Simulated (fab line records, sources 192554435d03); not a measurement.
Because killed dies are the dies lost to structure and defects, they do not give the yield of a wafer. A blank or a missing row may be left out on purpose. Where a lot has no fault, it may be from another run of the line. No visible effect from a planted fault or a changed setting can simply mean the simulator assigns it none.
Which tool is to blame?    flow n5Finfet    10 lots with 29 wafers sampled at 3 steps, on a route of 1938 steps

== WHAT EACH GAUGE READ, for each wafer ==
N5_BEOL_M2_CD_MEAS_11: the cd target is 16.79 nm.
lot   measured      on        cdNm (nm)
L163  day 7 17:49   cdSem-02  17.05 16.45 16.86
L167  day 7 22:45   cdSem-01  16.41 16.69 16.98
L165  day 7 23:05   cdSem-01  17.20 17.09 17.31
L166  day 8 02:34   cdSem-01  16.99 16.37 16.75
L169  day 8 04:57   cdSem-03  16.90 16.66 16.81
L170  day 8 07:37   cdSem-03  17.49 16.99 17.19
L183  day 11 13:53  cdSem-02  17.28 16.88 17.08
L185  day 11 22:40  cdSem-01  16.32 16.66
L184  day 12 10:46  cdSem-02  16.95 16.86 16.83
L186  day 12 16:35  cdSem-03  16.76 17.23 16.96

== WHICH TOOL RAN EACH LOT (tool, then ch and the chambers of the sampled wafers, then the start) ==
lot   N5_BEOL_M1_SPUTTER_86        N5_BEOL_M2_COAT_61
L163  pvdSputter-01, day 7 13:50   lithoTrack-02 ch 0, day 7 17:25
L167  pvdSputter-03, day 7 18:58   lithoTrack-04 ch 0, day 7 22:22
L165  pvdSputter-01, day 7 19:32   lithoTrack-02 ch 0, day 7 22:42
L166  pvdSputter-02, day 7 22:37   lithoTrack-04 ch 0, day 8 02:10
L169  pvdSputter-01, day 8 01:49   lithoTrack-02 ch 0, day 8 04:34
L170  pvdSputter-02, day 8 03:28   lithoTrack-02 ch 0, day 8 07:21
L183  pvdSputter-03, day 11 10:56  lithoTrack-03 ch 0, day 11 13:29
L185  pvdSputter-02, day 11 17:43  lithoTrack-04 ch 0, day 11 22:23
L184  pvdSputter-02, day 12 01:19  lithoTrack-03 ch 0, day 12 04:40
L186  pvdSputter-02, day 12 09:57  lithoTrack-03 ch 0, day 12 16:19
- N5_BEOL_M1_SPUTTER_86: material Cu, target thk 4.5 nm, time 8.29 s.
- N5_BEOL_M2_COAT_61: time 60 s, resist thk 60 nm.

== THE ANSWER, worked out from the rows above alone ==
Rule: usual is defined by the lots themselves. Put in order of their means at a reading, lots are off if they are a third of the lots or fewer, leave a main group of 4 or more, and stand apart from it by a gap of 3 or more times the standard deviation of the main group's means; of several such gaps the widest counts. The tables above print the reading to a certain number of digits; a main group whose means all agree to those digits is not used. Also off: a lot with no number at a reading for which 4 or more lots have one. Where the step has rows for the other lots, those lots are counted as sound.
No lot is off on any of the readings shown, so nothing can be concluded from this.

== WHAT WAS PUT IN BY THE SIMULATOR ==
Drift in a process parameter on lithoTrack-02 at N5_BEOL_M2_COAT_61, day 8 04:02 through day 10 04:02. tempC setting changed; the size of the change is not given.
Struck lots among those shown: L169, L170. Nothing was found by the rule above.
